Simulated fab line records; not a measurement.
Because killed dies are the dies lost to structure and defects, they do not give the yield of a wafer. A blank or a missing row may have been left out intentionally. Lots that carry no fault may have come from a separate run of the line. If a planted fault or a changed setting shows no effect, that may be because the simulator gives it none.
Split-lot study	flow n5-finfet	21 wafers read from 7 lots, route of 1938 steps

THE SPLIT ITSELF
At N5_BEOL_M15_SPUTTER_44 (material Ta, target thk 15 nm, time 24.19 s), the setting power-w was moved away from the recipe's 15000 W on 6 of the 21 wafers read, by -14.7% to -9.9%. This setting was run at the recipe's value on the other wafers.

Reading taken at the split's own step.

THE READING
Ta_of_BEOL_M15_SPUTTER_44.thk-nm (the simulator's own value, which no gauge read), in nm, at N5_BEOL_M15_SPUTTER_44 (material Ta, target thk 15 nm, time 24.19 s). The file does not state a usual value for it. Across the 15 wafers here that went through the recipe, the average is 14.9 nm and the standard deviation 0.12 nm.

wafer	tool, chamber at the split	power-w as run, W	against the recipe	Ta_of_BEOL_M15_SPUTTER_44.thk-nm, nm	against lot-mates on the recipe
L080.1	pvd-sputter-02, -	15000	recipe	14.8	-
L080.4	pvd-sputter-02, -	15000	recipe	14.8	-
L080.5	pvd-sputter-02, -	15000	recipe	14.8	-
L083.1	pvd-sputter-03, -	12990	-13.4%	12.6	-2.2
L083.4	pvd-sputter-03, -	12990	-13.4%	12.8	-2.0
L083.5	pvd-sputter-03, -	15000	recipe	14.8	-
L085.3	pvd-sputter-02, -	15000	recipe	15	-
L085.6	pvd-sputter-02, -	15000	recipe	15	-
L085.5	pvd-sputter-02, -	15000	recipe	14.8	-
L088.1	pvd-sputter-02, -	13520	-9.9%	13.4	-1.6
L088.2	pvd-sputter-02, -	13520	-9.9%	13.2	-1.8
L088.6	pvd-sputter-02, -	15000	recipe	15	-
L087.1	pvd-sputter-02, -	12800	-14.7%	12.6	-2.4
L087.6	pvd-sputter-02, -	12800	-14.7%	12.6	-2.4
L087.2	pvd-sputter-02, -	15000	recipe	15	-
L095.1	pvd-sputter-02, -	15000	recipe	15	-
L095.4	pvd-sputter-02, -	15000	recipe	15	-
L095.3	pvd-sputter-02, -	15000	recipe	14.6	-
L096.3	pvd-sputter-02, -	15000	recipe	14.8	-
L096.5	pvd-sputter-02, -	15000	recipe	15	-
L096.6	pvd-sputter-02, -	15000	recipe	15	-

THE FIT
A straight line over all 21 wafers: Ta_of_BEOL_M15_SPUTTER_44.thk-nm changes by +0.16 nm for each +1% of power-w; r = +0.99; the points scatter about the line by 0.12 nm.
The same after taking each lot's own level away (the mean of its wafers on the recipe; 21 wafers): +0.163 nm for each +1%; r = +0.99; scatter 0.11 nm.
On that fit, the largest move of power-w shifts the reading by 2.4 nm.
From 14.80 to 15.00 nm: that is the span of the lots' own levels, equal to 1.6 times the standard deviation above.
The two slopes are in agreement: the lot-to-lot level therefore moves the slope only a little.
Check: -2.38 nm against its lot-mates is what the line predicts for one of the wafers moved furthest among these (-14.7%) when that wafer is left out of the fit. Against them it came out at -2.4 nm.

THESE WAFERS: OTHER SPLITS
Other splits were also applied to these wafers ahead of the reading. Each is held against what the fit with the lots' levels taken away leaves over:
other split on the same wafers	wafers away from the commonest value	r with Ta_of_BEOL_M15_SPUTTER_44.thk-nm (lot level and that fit taken away)
N5_BEOL_M13_TRENCH_ETCH_34 time-s	6	-0.15
N5_BEOL_M15_EXPOSE_07 dose-mj	8	-0.40

FILE'S OWN FIT
Ta_of_BEOL_M15_SPUTTER_44.thk-nm changes by +0.163 nm for each +1% of power-w, r = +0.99.
